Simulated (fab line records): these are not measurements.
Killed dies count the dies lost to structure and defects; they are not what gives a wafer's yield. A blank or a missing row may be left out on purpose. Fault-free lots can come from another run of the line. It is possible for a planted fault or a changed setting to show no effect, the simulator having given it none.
Which of the tools did it? ; flow nand-harc ; Sampling: 24 lots, 72 wafers, 5 of 1159 route steps

## WHAT THE GAUGES SHOWED, per wafer
NHARC_P_M0_CD_MEAS_16.
lot;measured;on;cd-nm (nm)
L074;day 5 10:33;cd-sem-03;90.0 90.1 89.7
L075;day 6 06:02;cd-sem-03;91.8 90.0 90.9
L078;day 6 19:29;cd-sem-02;90.7 89.1 89.5
L076;day 6 20:03;cd-sem-03;91.4 89.9 88.5
L077;day 6 20:13;cd-sem-02;89.0 91.0 90.0
L080;day 7 05:10;cd-sem-03;89.6 90.6 89.4
L079;day 7 05:43;cd-sem-01;89.3 92.7 91.1
L082;day 7 15:03;cd-sem-02;91.9 90.9 90.8
L081;day 7 18:32;cd-sem-01;90.5 89.7 91.0
L083;day 8 09:53;cd-sem-03;87.8 90.5 89.4
L085;day 8 09:13;cd-sem-02;90.3 89.5 90.3
L084;day 8 11:52;cd-sem-02;87.9 90.7 88.6
L087;day 8 21:22;cd-sem-01;88.3 91.6 88.6
L086;day 8 22:12;cd-sem-02;91.1 90.3 90.5
L089;day 9 08:38;cd-sem-01;89.1 90.6 90.9
L088;day 9 08:59;cd-sem-02;91.0 91.4 90.1
L090;day 10 03:29;cd-sem-01;90.3 89.5 88.8
L091;day 10 03:37;cd-sem-01;92.2 91.3 90.5
L092;day 10 10:45;cd-sem-01;90.2 92.0 89.5
L093;day 10 15:05;cd-sem-03;90.5 91.6 91.2
L094;day 10 21:07;cd-sem-02;90.6 89.1 89.2
L095;day 11 11:03;cd-sem-03;89.9 90.3 90.4
L096;day 11 09:47;cd-sem-03;90.9 89.2 91.1
L097;day 11 11:11;cd-sem-01;90.1 90.0 91.1

## EACH LOT AND THE TOOL THAT RAN IT (in order: tool; ch and the chambers of the sampled wafers; start)
lot;NHARC_P_GATE_STRIP_108;NHARC_P_GATE_RTA_64;NHARC_P_CONTACT_DEP_00;NHARC_P_M0_ETCH_34
L074;rie-diel-10 ch 0,1,3, day 4 10:17;rtp-anneal-01 ch 0, day 5 02:52;pecvd-01 ch 1,2, day 5 10:21 or earlier;rie-diel-11 ch 0,1,2, day 5 10:21
L075;rie-diel-10 ch 0,1,3, day 4 22:56;rtp-anneal-02 ch 0, day 5 15:08;pecvd-04 ch 0,1,2, day 6 05:49 or earlier;rie-diel-07 ch 0,1,3, day 6 05:49
L078;rie-diel-03 ch 0,2, day 5 11:41;rtp-anneal-02 ch 0, day 6 04:08;pecvd-01 ch 1,2, day 6 19:16 or earlier;rie-diel-04 ch 0,2,3, day 6 19:16
L076;rie-diel-10 ch 1,2, day 5 12:04;rtp-anneal-01 ch 0, day 6 04:34;pecvd-01 ch 0,1,2, day 6 19:50 or earlier;rie-diel-07 ch 0,2,3, day 6 19:50
L077;rie-diel-03 ch 0,1,3, day 5 12:10;rtp-anneal-01 ch 0, day 6 04:54;pecvd-04 ch 0,1,2, day 6 20:00 or earlier;rie-diel-11 ch 1,2,3, day 6 20:00
L080;rie-diel-10 ch 0,2,3, day 6 01:56;rtp-anneal-01 ch 0, day 6 18:11;pecvd-03 ch 0,1, day 7 04:57 or earlier;rie-diel-11 ch 1,2, day 7 04:57
L079;rie-diel-10 ch 1,2,3, day 6 02:41;rtp-anneal-01 ch 0, day 6 21:10;pecvd-01 ch 0,1,2, day 7 05:28 or earlier;rie-diel-07 ch 1,3, day 7 05:28
L082;rie-diel-10 ch 0,3, day 6 13:20;rtp-anneal-01 ch 0, day 7 05:36;pecvd-01 ch 0,1,2, day 7 14:49 or earlier;rie-diel-04 ch 1,3, day 7 14:49
L081;rie-diel-03 ch 0,2,3, day 6 13:34;rtp-anneal-02 ch 0, day 7 07:50;pecvd-01 ch 0,1, day 7 18:20 or earlier;rie-diel-04 ch 1,2,3, day 7 18:20
L083;rie-diel-12 ch 0,1, day 7 06:34;rtp-anneal-02 ch 0, day 8 01:32;pecvd-04 ch 0,1,2, day 8 09:40 or earlier;rie-diel-07 ch 1,2, day 8 09:40
L085;rie-diel-10 ch 0,1,3, day 7 07:00;rtp-anneal-01 ch 0, day 7 23:49;pecvd-04 ch 0,1,2, day 8 09:01 or earlier;rie-diel-11 ch 1,2, day 8 09:01
L084;rie-diel-03 ch 2,3, day 7 07:22;rtp-anneal-02 ch 0, day 8 04:27;pecvd-03 ch 0,1, day 8 11:39 or earlier;rie-diel-11 ch 1,2,3, day 8 11:39
L087;rie-diel-12 ch 0,1,3, day 7 21:04;rtp-anneal-02 ch 0, day 8 13:48;pecvd-01 ch 0,2, day 8 21:08 or earlier;rie-diel-07 ch 0,1, day 8 21:08
L086;rie-diel-12 ch 0,1,3, day 7 21:38;rtp-anneal-01 ch 0, day 8 14:25;pecvd-03 ch 0,1, day 8 21:59 or earlier;rie-diel-07 ch 0,2, day 8 21:59
L089;rie-diel-03 ch 0,1,3, day 8 04:56;rtp-anneal-01 ch 0, day 8 21:25;pecvd-03 ch 0,1, day 9 08:25 or earlier;rie-diel-07 ch 0,1,2, day 9 08:25
L088;rie-diel-03 ch 0,1,3, day 8 05:37;rtp-anneal-01 ch 0, day 9 00:47;pecvd-04 ch 1,2, day 9 08:47 or earlier;rie-diel-04 ch 0,1,2, day 9 08:47
L090;rie-diel-10 ch 0,1,2, day 8 19:32;rtp-anneal-02 ch 0, day 9 12:22;pecvd-03 ch 0,1,2, day 10 03:16 or earlier;rie-diel-11 ch 0,1, day 10 03:16
L091;rie-diel-12 ch 2,3, day 8 20:07;rtp-anneal-01 ch 0, day 9 12:50;pecvd-01 ch 0,1,2, day 10 03:24 or earlier;rie-diel-04 ch 0,3, day 10 03:24
L092;rie-diel-03 ch 0,1,2, day 9 07:35;rtp-anneal-02 ch 0, day 10 00:26;pecvd-01 ch 0,1,2, day 10 10:31 or earlier;rie-diel-07 ch 0,1, day 10 10:31
L093;rie-diel-03 ch 0,2,3, day 9 11:59;rtp-anneal-02 ch 0, day 10 04:19;pecvd-03 ch 0,1,2, day 10 14:52 or earlier;rie-diel-04 ch 0,1,3, day 10 14:52
L094;rie-diel-03 ch 0,1,3, day 9 19:05;rtp-anneal-02 ch 0, day 10 13:29;pecvd-01 ch 0,1,2, day 10 20:55 or earlier;rie-diel-11 ch 1,2,3, day 10 20:55
L095;rie-diel-10 ch 2,3, day 10 02:13;rtp-anneal-02 ch 0, day 10 20:54;pecvd-03 ch 0,2, day 11 10:50 or earlier;rie-diel-11 ch 1,2,3, day 11 10:50
L096;rie-diel-10 ch 1,2,3, day 10 03:05;rtp-anneal-02 ch 0, day 10 19:31;pecvd-03 ch 0,1,2, day 11 09:34 or earlier;rie-diel-11 ch 1,3, day 11 09:34
L097;rie-diel-12 ch 0,2,3, day 10 07:02;rtp-anneal-02 ch 0, day 10 23:49;pecvd-03 ch 0,1,2, day 11 10:59 or earlier;rie-diel-07 ch 0,1, day 11 10:59
- NHARC_P_GATE_STRIP_108: strips in O2.
- NHARC_P_GATE_RTA_64: time 1 s.
- NHARC_P_CONTACT_DEP_00: deposits SiO2, target thk 500 nm.
- NHARC_P_M0_ETCH_34: etches the open film in N2/H2, target depth 40 nm, overetch 12 nm, time 43.94 s.

## WHAT THE TOOLS THEMSELVES READ (means of the sampled wafers that have a number; where no wafer has one, the mark that the record gives instead)
NHARC_P_GATE_STRIP_108.
lot;tool;drypump-motor-current-A (A);oes-product-au (a.u.);rf-vpp-V (V);showerhead-plenum-p-Torr (Torr);throttle-valve-pct (%)
L074;rie-diel-10;5.9;1.015;57.0;3.50;17.044
L075;rie-diel-10;5.9;1.009;57.7;3.50;17.038
L078;rie-diel-03;5.1;1.007;57.5;3.58;17.035
L076;rie-diel-10;6.3;1.023;57.4;3.43;17.037
L077;rie-diel-03;5.4;1.008;57.3;3.57;17.043
L080;rie-diel-10;5.4;0.995;57.7;3.44;17.021
L079;rie-diel-10;5.9;1.026;58.2;3.39;17.033
L082;rie-diel-10;5.4;0.993;57.9;3.46;17.046
L081;rie-diel-03;5.5;1.022;57.0;3.58;17.033
L083;rie-diel-12;5.7;0.982;57.6;3.57;17.033
L085;rie-diel-10;5.9;1.005;57.9;3.49;17.033
L084;rie-diel-03;5.5;1.025;58.0;3.61;17.037
L087;rie-diel-12;5.6;0.993;58.5;3.56;17.029
L086;rie-diel-12;5.6;0.978;58.2;3.56;17.033
L089;rie-diel-03;5.3;1.009;57.0;3.56;17.031
L088;rie-diel-03;5.3;1.005;57.3;3.56;17.033
L090;rie-diel-10;5.8;1.003;57.9;3.47;17.033
L091;rie-diel-12;5.6;0.979;57.9;3.65;17.032
L092;rie-diel-03;5.1;1.001;58.3;3.59;17.041
L093;rie-diel-03;5.5;1.024;57.1;3.56;17.041
L094;rie-diel-03;5.4;0.997;58.0;3.55;17.035
L095;rie-diel-10;5.4;0.991;57.8;3.34;17.042
L096;rie-diel-10;5.9;1.014;57.6;3.38;17.037
L097;rie-diel-12;5.7;0.984;59.4;3.64;17.038

NHARC_P_GATE_RTA_64.
lot;tool;lamp-power-pct (%);lamp_zone_2_pct (%);wafer_temp_C_max
L074;rtp-anneal-01;42;43;1055.3
L075;rtp-anneal-02;28;28;1053.5
L078;rtp-anneal-02;28;28;1053.2
L076;rtp-anneal-01;43;42;1055.6
L077;rtp-anneal-01;42;43;1054.8
L080;rtp-anneal-01;43;43;1056.0
L079;rtp-anneal-01;42;42;1056.0
L082;rtp-anneal-01;42;42;1055.0
L081;rtp-anneal-02;28;28;1053.6
L083;rtp-anneal-02;28;28;1053.4
L085;rtp-anneal-01;43;43;1054.8
L084;rtp-anneal-02;28;28;1053.4
L087;rtp-anneal-02;28;28;1054.9
L086;rtp-anneal-01;42;43;1054.5
L089;rtp-anneal-01;43;43;1054.3
L088;rtp-anneal-01;43;43;1055.6
L090;rtp-anneal-02;28;28;1054.3
L091;rtp-anneal-01;43;42;1054.1
L092;rtp-anneal-02;28;28;1053.6
L093;rtp-anneal-02;28;28;1054.5
L094;rtp-anneal-02;28;28;1053.9
L095;rtp-anneal-02;28;28;1054.1
L096;rtp-anneal-02;28;28;1053.8
L097;rtp-anneal-02;28;28;1054.5

NHARC_P_CONTACT_DEP_00.
lot;tool;heater-power-w (W);throttle-valve-pct (%)
L074;pecvd-01;609;15.9
L075;pecvd-04;525;16.0
L078;pecvd-01;611;15.9
L076;pecvd-01;642;16.0
L077;pecvd-04;581;15.9
L080;pecvd-03;533;16.0
L079;pecvd-01;593;16.1
L082;pecvd-01;589;16.0
L081;pecvd-01;582;16.1
L083;pecvd-04;523;16.1
L085;pecvd-04;506;16.0
L084;pecvd-03;609;16.3
L087;pecvd-01;569;16.1
L086;pecvd-03;550;16.2
L089;pecvd-03;551;16.2
L088;pecvd-04;479;16.5
L090;pecvd-03;551;16.2
L091;pecvd-01;620;16.0
L092;pecvd-01;586;16.1
L093;pecvd-03;579;16.4
L094;pecvd-01;620;16.1
L095;pecvd-03;539;16.0
L096;pecvd-03;533;16.4
L097;pecvd-03;593;16.3

NHARC_P_M0_ETCH_34.
lot;tool;drypump-motor-current-A (A);oes-product-au (a.u.);rf-vpp-V (V);showerhead-plenum-p-Torr (Torr);throttle-valve-pct (%)
L074;rie-diel-11;5.8;0.993;431.2;2.05;14.177
L075;rie-diel-07;5.7;1.000;431.8;2.09;14.163
L078;rie-diel-04;5.4;0.988;429.6;1.99;14.168
L076;rie-diel-07;5.6;1.009;431.2;2.09;14.180
L077;rie-diel-11;5.9;0.987;431.5;2.10;14.171
L080;rie-diel-11;5.9;0.985;431.9;2.09;14.174
L079;rie-diel-07;5.9;0.982;434.5;2.18;14.173
L082;rie-diel-04;6.1;1.005;432.3;2.11;14.167
L081;rie-diel-04;5.8;0.990;431.0;2.05;14.167
L083;rie-diel-07;5.4;1.011;433.7;2.18;14.170
L085;rie-diel-11;5.9;0.992;432.0;2.09;14.170
L084;rie-diel-11;5.9;0.999;431.8;2.10;14.176
L087;rie-diel-07;5.3;1.012;429.6;2.01;14.162
L086;rie-diel-07;5.0;1.017;431.9;2.10;14.164
L089;rie-diel-07;5.3;1.008;431.9;2.10;14.170
L088;rie-diel-04;5.7;0.982;432.6;2.09;14.169
L090;rie-diel-11;5.7;1.004;429.5;2.01;14.171
L091;rie-diel-04;5.3;0.982;428.2;1.95;14.177
L092;rie-diel-07;5.3;1.013;429.6;2.01;14.175
L093;rie-diel-04;5.7;0.989;431.0;2.05;14.159
L094;rie-diel-11;5.9;1.014;432.3;2.10;14.171
L095;rie-diel-11;5.8;1.002;432.3;2.09;14.171
L096;rie-diel-11;5.9;1.004;432.1;2.10;14.157
L097;rie-diel-07;5.3;1.003;428.6;2.01;14.172

## THE ANSWER, worked out from the rows above alone
Rule: usual is defined by the lots themselves. The widest of any qualifying gaps counts: lots, ordered by their means at a reading, are off when they make up no more than a third of the lots, leave a main group of 4 or more, and stand apart from it by 3 or more times the standard deviation of that group's means. A main group whose means are all the same, to the digits that the tables above print for the reading, isn't used. A lot without any number at a reading at which 4 lots or more have one is off too. All remaining lots with rows at the step are treated as sound. After the gauges, taken in route order, come the tools' own readings; for these a lot's mean is taken, as printed above. The first step at which some lot is off is used, and at that step the reading that is off furthest; a lot without a number counts as furthest.
No lot is off on any of the readings shown, so nothing can be concluded from this.

## WHAT HAD BEEN PUT IN BY THE SIMULATOR
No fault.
